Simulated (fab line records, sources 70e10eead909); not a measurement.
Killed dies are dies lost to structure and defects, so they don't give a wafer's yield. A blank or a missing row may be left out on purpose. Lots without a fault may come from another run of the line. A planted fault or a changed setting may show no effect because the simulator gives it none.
A struck lot beside a sound one | flow nand_harc | 15 steps out of a route of 1159
Sound: wafers L786.4, L786.5, L786.6. Struck: wafers L794.2, L794.4, L794.6. The cause comes at the end.
At each step with rows: each side's tool, then ch and its chambers, then its first start. Under that, the readings that differ: sound wafers | struck wafers | difference of the means | sigmas: that difference in standard deviations of wafers without a fault.
alike: readings whose means differ by less than 2 such deviations, and words and numbers that are the same on both sides. not compared: withheld readings, readings that some wafer has no value for, bounds like >300 that may hide the same value, and numbers for which the record gives no deviation and whose values overlap.
The two part at a step that has a row with sigmas, a row that says differs or no value, or rows on one side only. Numbers that don't overlap but have no deviation are shown without sigmas and don't part them. A reading that every wafer of one side lacks parts them only if that side has two wafers or more.

first, 4 steps without rows for these wafers: NHARC_P_CONTACT_EBR_08; NHARC_P_CONTACT_EXPOSE_09 (exposes mask P CA, target cd 90 nm); NHARC_P_CONTACT_PEB_10 (peb time 65 s); NHARC_P_CONTACT_DEVELOP_11 (develop time 35 s).
NHARC_P_CONTACT_CD_MEAS_12: target cd 90 nm.
  sound on cd_sem-03 ch 0, day 8 00:32; struck on cd_sem-01 ch 0, day 9 16:23
  reading    | sound          | struck         | difference | sigmas
  cd_nm (nm) | 91.0 90.6 90.9 | 90.0 88.8 89.9 | -1.3       | -2
NHARC_P_CONTACT_OVL_MEAS_13:
  sound on overlay-01, day 8 00:37; struck on overlay-02, day 9 16:28
  reading           | sound       | struck         | difference | sigmas
  overlay_x_nm (nm) | 0.4 0.5 0.2 | -0.7 -0.9 -0.8 | -1.2       | -2
  alike: overlay_y_nm
NHARC_P_CONTACT_INSPECT_14:
  sound on defect_inspect-02, day 8 00:39; struck on defect_inspect-02, day 9 16:30
  alike: raw_defect_count
NHARC_P_CONTACT_DESCUM_17: chemistry O2, time 3 s.
  sound on rie_diel-04 ch 2,3, day 8 00:43; struck on rie_diel-08 ch 2,3, day 9 16:34
  reading                     | sound             | struck            | difference | sigmas
  drypump_motor_current_A (A) | 6.28 6.02 6.26    | 5.70 5.49 5.48    | -0.63      | -2
  oes_product_au (a.u.)       | 1.015 1.006 1.003 | 1.001 0.983 0.992 | -0.016     | -2
  alike: rf_vpp_V, showerhead_plenum_p_Torr, throttle_valve_pct
  not compared: rf_hours_counter_h
NHARC_P_CONTACT_ETCH_35: etches the open film in CF4, target depth 39 nm, time 65 s.
  sound on rie_diel-04 ch 0,2,3, day 8 00:49; struck on rie_diel-08 ch 0,1,3, day 9 16:38
  alike: drypump_motor_current_A, oes_product_au, rf_vpp_V, run_length_s, showerhead_plenum_p_Torr, throttle_valve_pct
  not compared: rf_hours_counter_h
NHARC_P_CONTACT_ETCH_36: etches the open film in N2/H2, target depth 260 nm, time 406.25 s.
  sound on rie_diel-04 ch 0,3; struck on rie_diel-08 ch 0,1,2
  alike: drypump_motor_current_A, oes_product_au, rf_vpp_V, run_length_s, showerhead_plenum_p_Torr, throttle_valve_pct
  not compared: rf_hours_counter_h
NHARC_P_CONTACT_ETCH_18: etches the open film in C4F8/O2/Ar, target depth 481 nm, time 240.5 s.
  sound on rie_diel-04 ch 0,3; struck on rie_diel-08 ch 1,2
  reading               | sound             | struck            | difference | sigmas
  oes_product_au (a.u.) | 0.979 0.982 0.961 | 0.930 0.930 0.929 | -0.044     | -3
  alike: rf_vpp_V, run_length_s
  not compared: rf_hours_counter_h
then, 1 step without rows for these wafers: NHARC_P_CONTACT_STRIP_37 (strips in C4F8/O2/Ar).
NHARC_P_CONTACT_ETCH_31: etches the open film in CH3F/O2, target depth 30 nm, time 85.7 s.
  sound on rie_diel-04 ch 0,2,3, day 8 01:29; struck on rie_diel-08 ch 2,3, day 9 17:19
  reading          | sound             | struck         | difference | sigmas
  run_length_s (s) | 107.5 107.5 106.8 | 63.8 64.1 64.0 | -43.3      | -99 or more
  alike: drypump_motor_current_A, oes_product_au, rf_vpp_V, showerhead_plenum_p_Torr, throttle_valve_pct
  not compared: rf_hours_counter_h
NHARC_P_CONTACT_CD_MEAS_19:
  sound on cd_sem-01, day 8 01:35; struck on cd_sem-02, day 9 17:26
  alike: cd_nm
then, 1 step without rows for these wafers: NHARC_END_SORT_01.

WHERE THEY PART
First at NHARC_P_CONTACT_CD_MEAS_12; last, within this record, at NHARC_P_CONTACT_ETCH_31. Later steps at which nothing parts them and some readings are alike: NHARC_P_CONTACT_CD_MEAS_19.

WHY: what the simulator had put in
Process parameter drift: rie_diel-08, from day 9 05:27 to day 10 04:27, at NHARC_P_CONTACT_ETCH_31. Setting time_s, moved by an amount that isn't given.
